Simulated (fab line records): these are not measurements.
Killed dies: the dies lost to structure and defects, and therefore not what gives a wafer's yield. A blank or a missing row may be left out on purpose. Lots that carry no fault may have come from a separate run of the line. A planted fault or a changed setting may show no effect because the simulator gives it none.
fab line records -- flow nandHarc
record: lots: 12, wafers: 36, lastDay: 33
route steps=1302 shown A_CONTACT@1054 END@1302
lots with no fault: from the same line, run without faults
startH: hours from the record's first day to the start of the lot's first wafer shown -- waitH: hours elapsed since this lot's preceding step -- " as in the row above -- L1.1+2: one row covering several wafers at once -- - no value, or no start was given -- * or withheld: withheld -- < > ~ a bound
route shown NAME@n: NAME is a module with steps in the file, n the number in the route of the first one -- usual: mean and standard deviation over wafers with no fault -- same: alike in all rows -- chamber/n: place in a boat -- sites: the reading at each site -- _std_site: the values' standard deviation -- _edge_site: outer sites' mean less inner sites' -- radiusMm: how far each site lies from the wafer's centre -- mask NAME#n: copy n -- behind: the last tool/chamber to shape the wafer -- hold: what put the lot on hold/how long, in hours/how the hold closed -- device: which transistor (n, p or np) failed to switch -- end of line: the same wafers' tests at the end of the route -- a step given without rows: its recipe and nothing more -- killed: at the first sort, the dies lost to defects and structure; wafer yield is something else -- map: shows each die of a wafer: x if killed, . if not, _ if none is there
set.NAME: the setting that was run; set.NAME@STEP: the one run at that earlier step -- model.NAME: the simulator's own value behind a step, which no gauge read
steps of the route over a sample of lots; a table a step, a row a wafer
services: the hour from which a tool's chamber was out of use, counted from the record's first day as startH (under 0 if before that day), plus the number of hours and why
== steps ==
step: NHARC_A_CONTACT_ETCH_131
recipe: sourceW: withheld, pressureMtorr: 20, biasV: 3000, timeS: 197, targetDepthA: 19180, arFlowSccm: withheld, c4f8FlowSccm: withheld, o2FlowSccm: withheld, chemistry: C4F8/O2/Ar
lot.wafer,tool,chamber,startH,waitH,rfHoursCounterH
L528.2,harCapEtch-03,1,506.69,0.1,42
L528.1,harCapEtch-03,0,506.69,0.1,42
L528.4,harCapEtch-03,0,506.69,0.1,-
L529.1,harCapEtch-02,0,513.68,0.1,90
L529.3,harCapEtch-02,0,513.68,0.1,-
L529.4,harCapEtch-02,1,513.68,0.1,-
L530.2,harCapEtch-01,0,521.28,0.1,1
L530.3,harCapEtch-01,0,521.28,0.1,-
L530.4,harCapEtch-01,1,521.28,0.1,-
L533.3,harCapEtch-03,0,558.16,0.2,-
L533.6,harCapEtch-03,1,558.16,0.2,-
L533.5,harCapEtch-03,0,558.16,0.2,-
L535.3,harCapEtch-01,0,581.71,0.1,-
L535.4,harCapEtch-01,1,581.71,0.1,-
L535.5,harCapEtch-01,1,581.71,0.1,-
L539.1,harCapEtch-02,1,599.94,0.1,109
L539.3,harCapEtch-02,1,599.94,0.1,-
L539.6,harCapEtch-02,1,599.94,0.1,-
L543.3,harCapEtch-02,0,645.74,0.1,-
L543.5,harCapEtch-02,0,645.74,0.1,-
L543.6,harCapEtch-02,1,645.74,0.1,-
L542.4,harCapEtch-01,0,649.13,0.1,-
L542.3,harCapEtch-01,1,649.13,0.1,-
L542.6,harCapEtch-01,0,649.13,0.1,-
L545.2,harCapEtch-01,1,676.40,0.1,27
L545.3,harCapEtch-01,1,676.40,0.1,-
L545.6,harCapEtch-01,0,676.40,0.1,-
L546.4,harCapEtch-01,1,695.01,0.1,-
L546.3,harCapEtch-01,0,695.01,0.1,-
L546.5,harCapEtch-01,1,695.01,0.1,-
L550.1,harCapEtch-03,1,724.56,0.1,82
L550.3,harCapEtch-03,0,724.56,0.1,-
L550.5,harCapEtch-03,1,724.56,0.1,-
L551.2,harCapEtch-03,0,738.77,0.1,84
L551.4,harCapEtch-03,1,738.77,0.1,-
L551.3,harCapEtch-03,0,738.77,0.1,-
step: NHARC_A_CONTACT_STRIP_82
recipe: o2FlowSccm: 500, arFlowSccm: 0, biasW: 0, chemistry: O2
usual: drypumpMotorCurrentA: 5.9/0.41, oesProductAu: 1.007/0.011, rfVppV: 57.7/0.92, showerheadPlenumPTorr: 3.52/0.16, throttleValvePct: 17.036/0.0091
lot.wafer,tool,chamber,startH,waitH,drypumpMotorCurrentA,oesProductAu,rfHoursCounterH,rfVppV,showerheadPlenumPTorr,throttleValvePct
L528.1,rieDiel-13,0,-,-,5.4,1.005,48,57.3,3.43,17.031
L528.2,rieDiel-13,1,-,-,5.6,1.001,48,56.6,3.51,17.017
L528.4,rieDiel-13,3,-,-,6.6,0.997,-,56.6,3.55,17.055
L529.1,rieDiel-13,1,-,-,5.6,1.004,50,57.8,3.51,17.041
L529.3,rieDiel-13,0,-,-,5.4,0.998,49,57.6,3.43,17.037
L529.4,rieDiel-13,3,-,-,6.6,0.993,-,58.1,3.55,17.042
L530.4,rieDiel-01,3,-,-,5.2,0.996,29,57.6,3.29,17.031
L530.3,rieDiel-01,0,-,-,6.3,1.011,27,58.5,3.63,17.048
L530.2,rieDiel-01,2,-,-,5.9,0.989,31,58.4,3.41,17.051
L533.3,rieDiel-03,0,-,-,6.0,1.013,14,59.6,3.47,17.041
L533.5,rieDiel-03,2,-,-,6.1,1.017,-,57.0,3.80,17.036
L533.6,rieDiel-03,3,-,-,5.8,1.016,-,57.7,3.59,17.034
L535.3,rieDiel-13,1,-,-,5.6,1.013,14,57.8,3.50,17.027
L535.4,rieDiel-13,0,-,-,5.4,1.004,21,55.8,3.42,17.031
L535.5,rieDiel-13,2,-,-,6.2,1.026,-,58.3,3.35,17.042
L539.1,rieDiel-01,3,-,-,5.2,1.015,5,56.7,3.28,17.039
L539.3,rieDiel-01,1,-,-,5.5,1.006,4,56.7,3.78,17.032
L539.6,rieDiel-01,3,-,-,5.2,1.014,-,56.8,3.28,17.038
L543.3,rieDiel-13,3,-,-,6.6,0.988,42,57.8,3.53,17.030
L543.5,rieDiel-13,1,-,-,5.6,1.006,-,58.5,3.49,17.037
L543.6,rieDiel-13,2,-,-,6.3,1.017,-,57.8,3.34,17.050
L542.3,rieDiel-01,2,-,-,5.9,0.993,14,56.9,3.40,17.033
L542.6,rieDiel-01,2,-,-,5.9,0.988,-,56.5,3.40,17.026
L542.4,rieDiel-01,0,-,-,6.3,1.015,-,58.4,3.62,17.033
L545.2,rieDiel-13,0,-,-,5.4,1.003,53,57.3,3.40,17.040
L545.3,rieDiel-13,1,-,-,5.6,1.021,43,58.3,3.48,17.039
L545.6,rieDiel-13,1,-,-,5.6,1.010,-,58.5,3.48,17.027
L546.3,rieDiel-01,0,697.05,-,6.3,1.020,19,58.8,3.62,17.042
L546.4,rieDiel-01,2,697.05,-,5.9,0.985,22,56.8,3.39,17.036
L546.5,rieDiel-01,1,697.05,-,5.5,1.003,-,58.5,3.78,17.044
L550.3,rieDiel-13,0,-,-,5.4,0.992,9,57.0,3.39,17.041
L550.1,rieDiel-13,2,-,-,6.2,1.020,8,57.2,3.32,17.046
L550.5,rieDiel-13,0,-,-,5.4,0.991,-,57.1,3.39,17.042
L551.2,rieDiel-13,2,-,-,6.3,1.015,11,58.3,3.32,17.039
L551.4,rieDiel-13,3,-,-,6.6,0.988,13,59.2,3.51,17.028
L551.3,rieDiel-13,0,-,-,5.3,0.995,11,57.8,3.39,17.024
step: NHARC_A_CONTACT_DEP_85
recipe: targetThkA: 600, targetThkNm: 60, tempC: 400, pressureTorr: 3.5, flowSccm: 200, rfW: 350, material: SiON
usual: chamberPressureTorr: 3.499/0.0079, heaterPowerOuterW: 458/57, heaterPowerW: 765/84
lot.wafer,tool,chamber,startH,waitH,chamberPressureTorr,heaterPowerOuterW,heaterPowerW
L528.2,pecvd-03,1,511.75,1.2,3.491,541,856
L528.1,pecvd-03,0,511.75,1.2,3.503,464,766
L528.4,pecvd-03,2,511.75,1.2,3.500,392,694
L529.3,pecvd-02,0,517.78,0.9,3.484,435,697
L529.1,pecvd-02,2,517.78,0.9,3.491,396,716
L529.4,pecvd-02,0,517.78,0.9,3.497,432,714
L530.2,pecvd-04,0,527.44,1.2,3.518,497,916
L530.3,pecvd-04,2,527.44,1.2,3.506,457,682
L530.4,pecvd-04,2,527.44,1.2,3.509,456,662
L533.3,pecvd-04,1,566.21,1.0,3.504,509,843
L533.5,pecvd-04,1,566.21,1.0,3.500,524,823
L533.6,pecvd-04,2,566.21,1.0,3.494,463,710
L535.3,pecvd-03,2,588.69,0.9,3.510,456,767
L535.5,pecvd-03,0,588.69,0.9,3.501,441,752
L535.4,pecvd-03,1,588.69,0.9,3.493,477,775
L539.3,pecvd-03,2,604.77,0.9,3.505,429,770
L539.1,pecvd-03,0,604.77,0.9,3.502,366,648
L539.6,pecvd-03,2,604.77,0.9,3.503,440,772
L543.3,pecvd-02,2,649.73,0.9,3.501,470,824
L543.6,pecvd-02,0,649.73,0.9,3.509,578,898
L543.5,pecvd-02,1,649.73,0.9,3.494,408,699
L542.3,pecvd-03,2,655.74,0.9,3.515,416,718
L542.6,pecvd-03,2,655.74,0.9,3.514,408,722
L542.4,pecvd-03,1,655.74,0.9,3.495,515,822
L545.3,pecvd-03,0,683.16,0.9,3.498,405,700
L545.2,pecvd-03,1,683.16,0.9,3.499,546,860
L545.6,pecvd-03,0,683.16,0.9,3.510,417,696
L546.3,pecvd-03,0,699.43,0.9,3.497,392,706
L546.4,pecvd-03,2,699.43,0.9,3.500,355,660
L546.5,pecvd-03,0,699.43,0.9,3.496,387,676
L550.1,pecvd-02,0,728.62,1.5,3.509,566,909
L550.3,pecvd-02,1,728.62,1.5,3.495,373,639
L550.5,pecvd-02,2,728.62,1.5,3.490,385,721
L551.3,pecvd-03,1,743.14,0.9,3.505,606,911
L551.2,pecvd-03,2,743.14,0.9,3.512,443,772
L551.4,pecvd-03,0,743.14,0.9,3.492,431,742
step: NHARC_A_CONTACT_EXPOSE_05
recipe: na: 1.35, sigmaOuter: 0.8, doseMj: 84.24, maskId: A_CC
usual: exposureDoseMJCm2: 84.15/0.089
same: sigmaOuter: 0.8
lot.wafer,tool,chamber,startH,waitH,mask,exposureDoseMJCm2
L528.1,arfiScanner-01,0,512.20,-,A_CC#0,84.11
L528.2,arfiScanner-01,0,512.20,-,A_CC#0,84.10
L528.4,arfiScanner-01,0,512.20,-,A_CC#0,84.13
L529.1,arfiScanner-02,0,518.36,-,A_CC#0,84.15
L529.3,arfiScanner-02,0,518.36,-,A_CC#0,84.23
L529.4,arfiScanner-02,0,518.36,-,A_CC#0,84.09
L530.2,arfiScanner-01,0,528.03,-,A_CC#0,84.18
L530.3,arfiScanner-01,0,528.03,-,A_CC#0,84.11
L530.4,arfiScanner-01,0,528.03,-,A_CC#0,84.21
L533.3,arfiScanner-03,0,566.80,-,A_CC#0,84.15
L533.5,arfiScanner-03,0,566.80,-,A_CC#0,84.18
L533.6,arfiScanner-03,0,566.80,-,A_CC#0,84.24
L535.3,arfiScanner-01,0,589.23,-,A_CC#0,90.90
L535.4,arfiScanner-01,0,589.23,-,A_CC#0,91.00
L535.5,arfiScanner-01,0,589.23,-,A_CC#0,90.86
L539.1,arfiScanner-01,0,605.35,-,A_CC#0,89.64
L539.3,arfiScanner-01,0,605.35,-,A_CC#0,89.72
L539.6,arfiScanner-01,0,605.35,-,A_CC#0,89.59
L543.3,arfiScanner-03,0,650.32,-,A_CC#0,84.24
L543.5,arfiScanner-03,0,650.32,-,A_CC#0,84.19
L543.6,arfiScanner-03,0,650.32,-,A_CC#0,84.14
L542.3,arfiScanner-03,0,656.21,-,A_CC#0,83.98
L542.4,arfiScanner-03,0,656.21,-,A_CC#0,84.07
L542.6,arfiScanner-03,0,656.21,-,A_CC#0,84.12
L545.2,arfiScanner-02,0,683.71,-,A_CC#0,84.07
L545.3,arfiScanner-02,0,683.71,-,A_CC#0,84.18
L545.6,arfiScanner-02,0,683.71,-,A_CC#0,83.98
L546.3,arfiScanner-03,0,699.96,-,A_CC#0,84.17
L546.4,arfiScanner-03,0,699.96,-,A_CC#0,84.15
L546.5,arfiScanner-03,0,699.96,-,A_CC#0,84.14
L550.1,arfiScanner-03,0,729.17,-,A_CC#0,84.01
L550.3,arfiScanner-03,0,729.17,-,A_CC#0,84.10
L550.5,arfiScanner-03,0,729.17,-,A_CC#0,84.04
L551.2,arfiScanner-03,0,743.60,-,A_CC#0,84.04
L551.3,arfiScanner-03,0,743.60,-,A_CC#0,84.09
L551.4,arfiScanner-03,0,743.60,-,A_CC#0,84.04
step: NHARC_A_CONTACT_CD_MEAS_08
recipe: targetCdNm: 200, landingEnergyEv: 500
usual: cdNm: 200.5/0.63
same: landingEnergyEv: 500
lot.wafer,tool,chamber,startH,waitH,cdNm
L528.1,cdSem-02,0,512.34,-,199.9
L528.2,cdSem-02,0,512.34,-,200.6
L528.4,cdSem-02,0,512.34,-,200.2
L529.1,cdSem-03,0,518.50,-,199.3
L529.3,cdSem-03,0,518.50,-,199.8
L529.4,cdSem-03,0,518.50,-,200.4
L530.2,cdSem-02,0,528.16,-,200.3
L530.3,cdSem-02,0,528.16,-,199.9
L530.4,cdSem-02,0,528.16,-,201.4
L533.3,cdSem-01,0,566.93,-,199.5
L533.5,cdSem-01,0,566.93,-,199.2
L533.6,cdSem-01,0,566.93,-,199.7
L535.3,cdSem-02,0,589.36,-,205.4
L535.4,cdSem-02,0,589.36,-,204.8
L535.5,cdSem-02,0,589.36,-,205.5
L539.1,cdSem-03,0,605.49,-,205.3
L539.3,cdSem-03,0,605.49,-,205.6
L539.6,cdSem-03,0,605.49,-,204.4
L543.3,cdSem-02,0,650.45,-,199.7
L543.5,cdSem-02,0,650.45,-,200.0
L543.6,cdSem-02,0,650.45,-,200.3
L542.3,cdSem-03,0,656.34,-,201.6
L542.4,cdSem-03,0,656.34,-,200.4
L542.6,cdSem-03,0,656.34,-,199.9
L545.2,cdSem-03,0,683.85,-,200.0
L545.3,cdSem-03,0,683.85,-,199.9
L545.6,cdSem-03,0,683.85,-,200.0
L546.3,cdSem-01,0,700.10,-,199.4
L546.4,cdSem-01,0,700.10,-,201.1
L546.5,cdSem-01,0,700.10,-,200.4
L550.1,cdSem-02,0,729.31,-,200.0
L550.3,cdSem-02,0,729.31,-,200.8
L550.5,cdSem-02,0,729.31,-,200.0
L551.2,cdSem-01,0,743.74,-,200.5
L551.3,cdSem-01,0,743.74,-,201.0
L551.4,cdSem-01,0,743.74,-,201.7
step: NHARC_END_SORT_01
recipe: tempC: 25
usual: killedAtArray: 55/22, killedAtOther: 0.9/1.2, killedAtPeriphery: 3.6/2.3, killedDies: 60/22, killedOpen: 3.2/1.9, killedShort: 2.5/1.6
same: grossDies: 677
lot.wafer,tool,chamber,startH,waitH,killedAtArray,killedAtOther,killedAtPeriphery,killedDies,killedOpen,killedShort
L545.2,prober-02,0,734.86,2.8,53,4,4,61,4,0
L545.3,prober-02,0,735.67,3.1,59,4,2,65,5,4
L545.6,prober-02,0,738.09,4.0,57,1,6,64,2,5
killed by level:class
L545.2 A_CHANNEL_HOLE_D1:chamberFilmFlake=33 A_STAIRCASE:chamberFilmFlake=7 A_SLIT:chamberFilmFlake=4 THIN_TSV:chamberFilmFlake=4 A_CONTACT:chamberFilmFlake=3 A_ZERO_WELL:chamberFilmFlake=2 P_M0:geometricParticle:open=1 A_CHANNEL_FILL_D1:geometricParticle:open=1
L545.3 A_CHANNEL_HOLE_D1:chamberFilmFlake=31 A_STAIRCASE:chamberFilmFlake=6 A_SLIT:chamberFilmFlake=5 THIN_TSV:chamberFilmFlake=4 A_CONTACT:chamberFilmFlake=3 A_ONON_D2:geometricParticle:open=2 A_M0:geometricParticle:open=2 A_ZERO_WELL:chamberFilmFlake=2
L545.6 A_CHANNEL_HOLE_D1:chamberFilmFlake=37 A_CONTACT:chamberFilmFlake=4 P_ZERO_WELL:chamberFilmFlake=3 A_STAIRCASE:chamberFilmFlake=3 A_CHANNEL_FILL_D1:geometricParticle:short=2 A_WL_FILL:geometricParticle:short=2 A_ZERO_WELL:chamberFilmFlake=2 A_CHANNEL_FILL_D2:chamberFilmFlake=2
== services ==
tool,chamber,startH,hours,kind
rieDiel-01,0,484.88,6.7,repair
harCapEtch-01,-,490.05,1.6,repair
harCapEtch-01,-,497.64,17.0,pm
pecvd-03,2,515.29,18.8,repair
pecvd-03,-,519.51,0.9,repair
rieDiel-13,-,519.98,9.0,pm
arfiScanner-03,-,540.17,4.0,pm
arfiScanner-03,-,546.50,16.7,repair
pecvd-03,-,547.62,13.0,pm
arfiScanner-01,-,557.70,3.8,repair
rieDiel-01,-,557.95,9.0,pm
rieDiel-13,1,560.85,12.8,repair
arfiScanner-01,-,596.00,4.0,pm
rieDiel-13,0,610.55,8.2,repair
rieDiel-13,1,628.30,5.6,repair
rieDiel-01,-,636.88,0.2,repair
harCapEtch-01,-,646.29,0.3,repair
rieDiel-01,1,656.12,5.1,repair
harCapEtch-01,-,686.42,0.4,repair
arfiScanner-01,-,693.13,0.8,repair
rieDiel-13,-,697.05,9.0,pm
arfiScanner-03,-,712.17,4.0,pm
pecvd-03,-,728.62,13.0,pm
rieDiel-01,0,729.22,4.8,repair
== key ==
firstSign: step: NHARC_A_CONTACT_EXPOSE_05, reading: exposureDoseMJCm2, direction: up, sigmas: 69, usual: 84.15, struck: 90.29
effect: step: NHARC_A_CONTACT_CD_MEAS_08, reading: cdNm, direction: up, sigmas: 7.5, usual: 200.5, struck: 205.2, through: controlLoop
metAt NHARC_A_CONTACT_EXPOSE_05
struckLots L535,L539
testerLeftOut L535,L539
loopTrim: step: NHARC_A_CONTACT_EXPOSE_05, setting: dose, lots: L539
notActingAt NHARC_A_CONTACT_ETCH_131,NHARC_A_CONTACT_STRIP_82,NHARC_A_CONTACT_DEP_85
onsetBetween 528.03 589.23
fault: kind: processParameterDrift, tool: arfiScanner-01, chamber: -, onsetH: 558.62, steps: NHARC_A_CONTACT_EXPOSE_05, channel: doseMj, offset: 6.9011, shape: step, actsIn: theseRecipesOnly, stated: 84.24
testerLeftOut: of these lots the tester's yield and bins aren't shown, on N5 and GAA mostly nor the transistor test; their killed dies are dies lost to structure and defects alone, not to doping, threshold or leakage, so they don't give the yield
loopTrim: a control loop set the setting to another value than it would have without faults
